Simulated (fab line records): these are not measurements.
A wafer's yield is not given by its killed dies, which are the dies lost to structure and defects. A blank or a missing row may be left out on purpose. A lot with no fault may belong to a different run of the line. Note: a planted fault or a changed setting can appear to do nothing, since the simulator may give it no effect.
A lot that was struck, set against a sound lot	flow nandHarc	14 out of 1302 route steps
Sound: these wafers, L657.3, L657.4, L657.6. Struck: wafer L663.1 (left out: L663.4, a lot-mate that was not struck); the cause follows at the end.
For every step that has rows: the tool of each side, followed by ch and its chambers, followed by its first start. Under that, the readings that differ: sound wafers	struck wafers	difference of the means	sigmas: that difference in standard deviations of wafers without a fault.
alike: words and numbers the same on both sides, and readings whose means are apart by under 2 such deviations; not compared: readings that were withheld, readings missing a value for some wafer, numbers with overlapping values and no deviation given by the record, and bounds like >300 which may hide the same value.
A row with sigmas, a row that says differs or no value, or rows on one side alone: a step with any of these is where the two part. Numbers that don't overlap but have no deviation are shown without sigmas and don't part them. A reading missing from all wafers of one side parts the sides only when that side holds two or more wafers.

first, 2 steps without rows for these wafers: NHARC_A_SOURCE_PLATE_SRD_01; NHARC_A_SOURCE_PLATE_OXIDE_02 (material SiO2, target thk 10 nm, ox time 1362 s).
NHARC_A_SOURCE_PLATE_THK_MEAS_09: measures by ellipsometry.
  sound on filmMetro-02, day 7 08:48; struck on filmMetro-02, day 9 22:49
  alike: thkNm
then, 3 steps without rows for these wafers: NHARC_A_SOURCE_PLATE_PVD_04 (deposits WSi2, target thk 50 nm); NHARC_A_SOURCE_PLATE_CVD_03 (deposits poly-Si, target thk 200 nm, time 4000 s); NHARC_A_SOURCE_PLATE_ANNEAL_05 (time 1800 s).
NHARC_A_SOURCE_PLATE_THK_MEAS_06: measures by ellipsometry.
  sound on filmMetro-02, day 7 21:43; struck on filmMetro-01, day 10 12:53
  alike: thkNm
NHARC_A_SOURCE_PLATE_INSPECT_08:
  sound on defectInspect-01, day 7 21:46; struck on defectInspect-01, day 10 12:58
  alike: rawDefectCount
after that, 1 step with no rows for these wafers: NHARC_A_ONON_D1_DEP_00 (target thk 1000 nm).
NHARC_A_ONON_D1_THK_MEAS_02: measures by ellipsometry.
  sound on filmMetro-02, day 7 22:21; struck on filmMetro-02, day 10 13:32
  alike: thkNm
NHARC_A_ONON_D1_DEP_03: target thk 1000 nm.
  sound on pecvdOnon-04 ch 0, day 7 22:31; struck on pecvdOnon-02 ch 0, day 10 13:37
NHARC_A_ONON_D1_THK_MEAS_05: measures by ellipsometry.
  sound on filmMetro-01, day 7 22:55; struck on filmMetro-02, day 10 14:07
reading	sound	struck	difference	sigmas
thkNm (nm)	1004 1004 1004	1356	+352	+43
after that, 1 step with no rows for these wafers: NHARC_A_ONON_D1_DEP_06 (target thk 1000 nm).
-- break in the record here, with 17 days between the starts of the struck wafers on either side (left off in module A_ONON_D1, picked up again in module END, where the first step shown is number 1302 on the route) --
NHARC_END_SORT_01:
  only the struck wafers appear in the record here, on prober-01 ch 0 at day 27 08:13; the sound ones have no rows

## WHERE THEY PART
At NHARC_A_ONON_D1_THK_MEAS_05 first; at NHARC_END_SORT_01 last (within this record only).

WHY: whatever the simulator had introduced
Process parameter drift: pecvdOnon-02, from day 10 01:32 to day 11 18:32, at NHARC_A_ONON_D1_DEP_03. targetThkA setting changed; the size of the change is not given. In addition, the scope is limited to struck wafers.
